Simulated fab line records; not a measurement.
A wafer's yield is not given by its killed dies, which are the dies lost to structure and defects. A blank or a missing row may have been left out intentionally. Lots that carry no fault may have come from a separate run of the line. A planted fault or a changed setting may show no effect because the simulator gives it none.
Lot-split experiment | flow n5-finfet | 7 lots, 39 wafers read, on a route of 1938 steps

== ON THE SPLIT ==
At N5_FIN_SAQP_ETCH_52 (etches SOC in N2/H2, target depth 100 nm, overetch 20 nm, time 150 s), the setting source-w was moved away from the recipe's 840 W on 9 of the 39 wafers read, by -15.1% to +11.4%. The other wafers ran this setting at the recipe's value.

The split's own step is where the reading is taken.

== THE READING ==
rf-vpp-V, in V, at N5_FIN_SAQP_ETCH_52 (etches SOC in N2/H2, target depth 100 nm, overetch 20 nm, time 150 s). Typical for fault-free wafers on this fab line: 523.8 V, with standard deviation 2.1 V.

wafer  | tool, chamber at the split | source-w as run, W | against the recipe | rf-vpp-V, V | against lot-mates on the recipe
L077.1 | rie-diel-05, 1             | 840                | recipe             | 522.7       | -
L077.5 | rie-diel-05, 3             | 840                | recipe             | 525.5       | -
L077.6 | rie-diel-05, 2             | 840                | recipe             | 521.3       | -
L087.1 | rie-diel-03, 0             | 840                | recipe             | 524.8       | -
L087.2 | rie-diel-03, 3             | 840                | recipe             | 525.7       | -
L087.3 | rie-diel-03, 1             | 840                | recipe             | 523.1       | -
L087.4 | rie-diel-03, 2             | 840                | recipe             | 525.9       | -
L087.5 | rie-diel-03, 0             | 840                | recipe             | 524.5       | -
L087.6 | rie-diel-03, 3             | 840                | recipe             | 523.6       | -
L088.1 | rie-diel-03, 2             | 840                | recipe             | 525.4       | -
L088.2 | rie-diel-03, 0             | 840                | recipe             | 524.9       | -
L088.3 | rie-diel-03, 3             | 840                | recipe             | 525.0       | -
L088.4 | rie-diel-03, 1             | 840                | recipe             | 523.5       | -
L088.5 | rie-diel-03, 1             | 840                | recipe             | 523.8       | -
L088.6 | rie-diel-03, 2             | 840                | recipe             | 526.4       | -
L089.1 | rie-diel-05, 2             | 935.5              | +11.4%             | 503.5       | -20.6
L089.2 | rie-diel-05, 1             | 840                | recipe             | 523.3       | -
L089.3 | rie-diel-05, 0             | 935.5              | +11.4%             | 505.2       | -18.9
L089.4 | rie-diel-05, 3             | 935.5              | +11.4%             | 508.1       | -16.0
L089.5 | rie-diel-05, 2             | 840                | recipe             | 522.4       | -
L089.6 | rie-diel-05, 3             | 840                | recipe             | 526.5       | -
L092.1 | rie-diel-04, 0             | 740.2              | -11.9%             | 547.8       | +24.9
L092.2 | rie-diel-04, 1             | 840                | recipe             | 523.0       | -
L092.3 | rie-diel-04, 2             | 740.2              | -11.9%             | 545.0       | +22.1
L092.4 | rie-diel-04, 2             | 840                | recipe             | 523.1       | -
L092.5 | rie-diel-04, 1             | 840                | recipe             | 522.5       | -
L092.6 | rie-diel-04, 0             | 740.2              | -11.9%             | 547.6       | +24.7
L095.1 | rie-diel-03, 2             | 840                | recipe             | 525.2       | -
L095.2 | rie-diel-03, 0             | 840                | recipe             | 524.5       | -
L095.3 | rie-diel-03, 3             | 840                | recipe             | 523.5       | -
L095.4 | rie-diel-03, 1             | 713.2              | -15.1%             | 552.3       | +27.9
L095.5 | rie-diel-03, 1             | 713.2              | -15.1%             | 550.5       | +26.1
L095.6 | rie-diel-03, 0             | 713.2              | -15.1%             | 553.9       | +29.5
L096.1 | rie-diel-04, 1             | 840                | recipe             | 524.3       | -
L096.2 | rie-diel-04, 3             | 840                | recipe             | 518.4       | -
L096.3 | rie-diel-04, 1             | 840                | recipe             | 523.8       | -
L096.4 | rie-diel-04, 3             | 840                | recipe             | 520.6       | -
L096.5 | rie-diel-04, 1             | 840                | recipe             | 522.8       | -
L096.6 | rie-diel-04, 3             | 840                | recipe             | 522.3       | -

THE FIT
A straight line over all 39 wafers: rf-vpp-V changes by -1.81 V for each +1% of source-w; r = -0.99; the points scatter about the line by 1.9 V.
The same after taking each lot's own level away (the mean of its wafers on the recipe; 39 wafers): -1.82 V for each +1%; r = -0.99; scatter 1.7 V.
The reading moves by 28 V for the largest change in source-w, on that fit.
The span of the lots' own levels, 522.03 to 524.83 V, comes to 1.3 times the standard deviation stated above.
So the lot-to-lot level changes the slope little: the two slopes agree.
Check: with one of the wafers moved furthest among these (-15.1%) left out of the fit, the line predicts +27.9 V for it against its lot-mates. It came out at +27.9 V against them.
Tool readings at the split's step, against how far the setting was moved: rf-vpp-V r = -0.99.

== THE WHOLE CHAIN: every reading that the file lists as answering this split, in the file's order ==
step                | what it does                                                         | reading                                                                           | change (the file's fit)                | r (the file's)
N5_FIN_SAQP_ETCH_52 | etches SOC in N2/H2, target depth 100 nm, overetch 20 nm, time 150 s | rf-vpp-V                                                                          | -1.84 V for each +1% of the setting    | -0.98
N5_FIN_SAQP_ETCH_52 | etches SOC in N2/H2, target depth 100 nm, overetch 20 nm, time 150 s | SiARC_of_FIN_SAQP_COAT_50.thk-nm (the simulator's own value, which no gauge read) | -0.0357 nm for each +1% of the setting | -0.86

== THE FILE'S OWN FIT ==
rf-vpp-V changes by -1.84 V for each +1% of source-w, r = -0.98.
